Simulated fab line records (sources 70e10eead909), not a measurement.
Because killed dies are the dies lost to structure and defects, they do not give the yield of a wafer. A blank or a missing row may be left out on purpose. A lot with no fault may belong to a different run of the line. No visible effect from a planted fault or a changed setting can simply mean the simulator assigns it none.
Chamber matching + flow nand-harc + NHARC_A_STAIRCASE_ETCH_169 on rie-diel-02: 4 sister chambers
The step etches the open film in CH3F/O2, target depth 50 nm, time 107.1 s. 22 wafers are shown with their chamber, then 11 later ones without.

WAFERS PAIRED WITH THEIR CHAMBERS
| wafer  | chamber | showerhead-plenum-p-Torr (Torr) | drypump-motor-current-A (A) | rf-vpp-V (V) |
|--------|---------|---------------------------------|-----------------------------|--------------|
| L074.2 | 1       | 2.38                            | 5.9                         | 243.1        |
| L074.4 | 0       | 2.52                            | 5.6                         | 244.8        |
| L074.5 | 1       | 2.38                            | 5.9                         | 241.2        |
| L078.1 | 2       | 2.32                            | 6.0                         | 242.0        |
| L078.3 | 1       | 2.38                            | 6.0                         | 244.5        |
| L078.5 | 3       | 2.44                            | 6.2                         | 244.2        |
| L079.4 | 1       | 2.37                            | 6.0                         | 245.3        |
| L079.5 | 2       | 2.32                            | 6.0                         | 242.5        |
| L079.6 | 3       | 2.44                            | 6.1                         | 244.5        |
| L082.1 | 2       | 2.31                            | 6.0                         | 242.3        |
| L082.3 | 0       | 2.51                            | 5.6                         | 244.8        |
| L082.4 | 0       | 2.51                            | 5.6                         | 244.8        |
| L084.3 | 3       | 2.44                            | 6.2                         | 245.3        |
| L084.4 | 1       | 2.36                            | 6.0                         | 242.3        |
| L084.5 | 3       | 2.44                            | 6.2                         | 244.6        |
| L086.3 | 1       | 2.36                            | 6.0                         | 243.8        |
| L086.5 | 1       | 2.36                            | 6.0                         | 242.8        |
| L086.6 | 2       | 2.31                            | 6.0                         | 242.7        |
| L087.2 | 0       | 2.50                            | 5.6                         | 244.4        |
| L087.4 | 3       | 2.43                            | 6.1                         | 244.4        |
| L087.6 | 0       | 2.50                            | 5.5                         | 246.5        |
| L088.2 | 2       | 2.31                            | 6.0                         | 241.2        |

SIGNATURES, as means of the wafers listed above
| reading                  | chamber 0 | chamber 1 | chamber 2 | chamber 3 | scatter within a chamber |
|--------------------------|-----------|-----------|-----------|-----------|--------------------------|
| showerhead-plenum-p-Torr | 2.5080    | 2.3700    | 2.3140    | 2.4380    | 0.00775                  |
| drypump-motor-current-A  | 5.580     | 5.971     | 6.000     | 6.160     | 0.0436                   |
| rf-vpp-V                 | 245.060   | 243.286   | 242.140   | 244.600   | 0.948                    |
Rule: a wafer's distance from a chamber is the root of the sum, over the readings, of the square of ((its reading less the chamber's mean) divided by the reading's scatter). If the next closest chamber is less than 2 further off than the closest, the wafer can't be placed; otherwise it belongs to the closest. The scatter is the square root of a quotient: the sum, over the shown wafers, of each reading's squared deviation from its chamber's mean, divided by wafers minus chambers.

WAFERS WHOSE CHAMBER IS MISSING
| wafer  | showerhead-plenum-p-Torr (Torr) | drypump-motor-current-A (A) | rf-vpp-V (V) |
|--------|---------------------------------|-----------------------------|--------------|
| L088.3 | 2.43                            | 6.1                         | 244.2        |
| L088.4 | 2.50                            | 5.6                         | 245.4        |
| L089.3 | 2.30                            | 6.0                         | 244.4        |
| L089.4 | 2.43                            | 6.2                         | 244.0        |
| L089.6 | 2.36                            | 6.0                         | 242.6        |
| L093.2 | 2.30                            | 6.0                         | 242.3        |
| L093.4 | 2.35                            | 6.0                         | 242.0        |
| L093.5 | 2.42                            | 6.1                         | 244.3        |
| L095.4 | 2.35                            | 5.9                         | 242.7        |
| L095.5 | 2.30                            | 6.0                         | 242.5        |
| L095.6 | 2.35                            | 5.9                         | 242.9        |

WHICH CHAMBER EACH ONE RAN IN
| wafer  | from the rows above     | in truth |
|--------|-------------------------|----------|
| L088.3 | 3                       | 3        |
| L088.4 | 0                       | 0        |
| L089.3 | 2                       | 2        |
| L089.4 | 3                       | 3        |
| L089.6 | 1                       | 1        |
| L093.2 | 2                       | 2        |
| L093.4 | can't be placed: 1 or 2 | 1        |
| L093.5 | 3                       | 3        |
| L095.4 | 1                       | 1        |
| L095.5 | 2                       | 2        |
| L095.6 | 1                       | 1        |
Placed correctly: 10 of 11. Can't be placed from these rows: 1 (the true chamber is among the candidates in 1). 0 placed wrongly.
